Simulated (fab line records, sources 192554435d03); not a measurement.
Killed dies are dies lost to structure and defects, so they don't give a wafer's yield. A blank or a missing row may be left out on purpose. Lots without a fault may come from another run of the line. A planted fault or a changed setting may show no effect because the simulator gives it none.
A struck lot beside a sound one | flow n5_finfet | 36 steps out of a route of 1938
Sound: wafers L374.2, L374.4, L374.5. Struck: wafers L389.1, L389.3, L389.6. The cause comes at the end.
At each step with rows: each side's tool, then ch and its chambers, then its first start. Under that, the readings that differ: sound wafers | struck wafers | difference of the means | sigmas: that difference in standard deviations of wafers without a fault.
alike: readings whose means differ by less than 2 such deviations, and words and numbers that are the same on both sides. not compared: withheld readings, readings that some wafer has no value for, bounds like >300 that may hide the same value, and numbers for which the record gives no deviation and whose values overlap.
The two part at a step that has a row with sigmas, a row that says differs or no value, or rows on one side only. Numbers that don't overlap but have no deviation are shown without sigmas and don't part them. A reading that every wafer of one side lacks parts them only if that side has two wafers or more.

first, 9 steps without rows for these wafers: N5_BEOL_M4_ANNEAL_95 (time 240 s); N5_BEOL_M4_SPUTTER_96 (material Cu, target thk 4.5 nm, time 8.29 s); N5_BEOL_M4_ECD_50 (material Cu, target thk 300 nm); N5_BEOL_M4_ANNEAL_51 (time 90 s); N5_BEOL_M4_CMP_52 (polishes, stops on SiOC, t overpolish 6.8 s, target thk 40 nm); N5_BEOL_M4_PRE_CLEAN_60 (time 15 s); N5_BEOL_M4_CO_CAP_55 (material Co, precursor CCTBA/H2, target thk 2 nm, time 102.1 s); N5_BEOL_M4_PRE_CLEAN_56 (time 15 s); N5_BEOL_M4_DEP_57 (deposits SiCN from 3MS/NH3, target thk 8 nm, time 14 s).
N5_BEOL_M4_RC_MEAS_101:
  sound on prober-01 ch 0, day 9 08:32; struck on prober-01 ch 0, day 12 20:31
  reading   | sound          | struck         | difference | sigmas
  VT_P (mV) | -252 -258 -253 | -246 -242 -248 | +9         | +2
  alike: DIBL_N, DIBL_P, IOFF_N, IOFF_P, ION_N, ION_P, SS_N, SS_P, VT_N
then, 24 steps without rows for these wafers: N5_BEOL_M5_ILD_DEP_00 (deposits SiCOH lowk from DEMS/porogen, target thk 140.64 nm, time 25.9 s); N5_BEOL_M5_CURE_79 (cures SiCOH lowk, time 240 s); N5_BEOL_M5_PECVD_70 (deposits SiO2 from TEOS/O2, target thk 16 nm, time 18 s); N5_BEOL_M5_HM_DEP_02 (deposits TiN, target thk 20 nm); N5_BEOL_M5_COAT_59 (time 60 s, resist thk 60 nm); N5_BEOL_M5_COAT_60 (time 60 s, resist thk 12 nm); N5_BEOL_M5_COAT_71 (time 60 s, resist thk 5 nm); N5_BEOL_M5_COAT_05 (resist thk 30 nm); N5_BEOL_M5_EBR_07; N5_BEOL_M5_SOFTBAKE_06 (time 60 s); N5_BEOL_M5_EXPOSE_08 (exposes mask M5, target cd 28 nm); N5_BEOL_M5_PEB_09 (peb time 60 s); N5_BEOL_M5_DEVELOP_10 (develop time 30 s); N5_BEOL_M5_DESCUM_16 (chemistry O2, time 7 s); N5_BEOL_M5_ETCH_72 (etches underlayer in N2/H2, target depth 6.5 nm, time 5.2 s); N5_BEOL_M5_ETCH_61 (etches SiARC in CF4, target depth 15.6 nm, time 26 s); N5_BEOL_M5_ETCH_62 (etches SOC in N2/H2, target depth 75 nm, overetch 15 nm, time 112.5 s); N5_BEOL_M5_STRIP_63 (strips in N2/H2); N5_BEOL_M5_STRIP_73 (strips in N2/H2); N5_BEOL_M5_STRIP_64 (strips in CF4); N5_BEOL_M5_HM_OPEN_17 (chemistry Cl2/BCl3, target TiN, target depth 20 nm, overetch 6 nm); N5_BEOL_M5_STRIP_19 (strips in O2); N5_BEOL_M5_COAT_65 (time 60 s, resist thk 60 nm); N5_BEOL_M5_COAT_66 (time 60 s, resist thk 12 nm).
N5_BEOL_M10_PECVD_70: deposits SiO2 from TEOS/O2, target thk 20 nm, time 22.7 s.
  sound on pecvd-04 ch 0,1, day 11 06:56; struck on pecvd-04 ch 0,2, day 14 19:37
  no value came back on the struck wafers for any of 6 readings (chamber_pressure_Torr (Torr), heater_power_outer_w (W) and others); on the sound wafers chamber_pressure_Torr (Torr) reads 5.509 5.496 5.503
-- the record jumps here: 2 days lie between the struck wafers' starts before and after (it left off in module BEOL_M10 and takes up again in module PASSIVATION, whose first step shown is number 1936 of the route) --
N5_PASSIVATION_PROBE_49:
  the record has rows for the struck wafers here (prober-02, day 17 06:43) and none for the sound ones

WHERE THEY PART
First at N5_BEOL_M4_RC_MEAS_101; last, within this record, at N5_PASSIVATION_PROBE_49.

WHY: what the simulator had put in
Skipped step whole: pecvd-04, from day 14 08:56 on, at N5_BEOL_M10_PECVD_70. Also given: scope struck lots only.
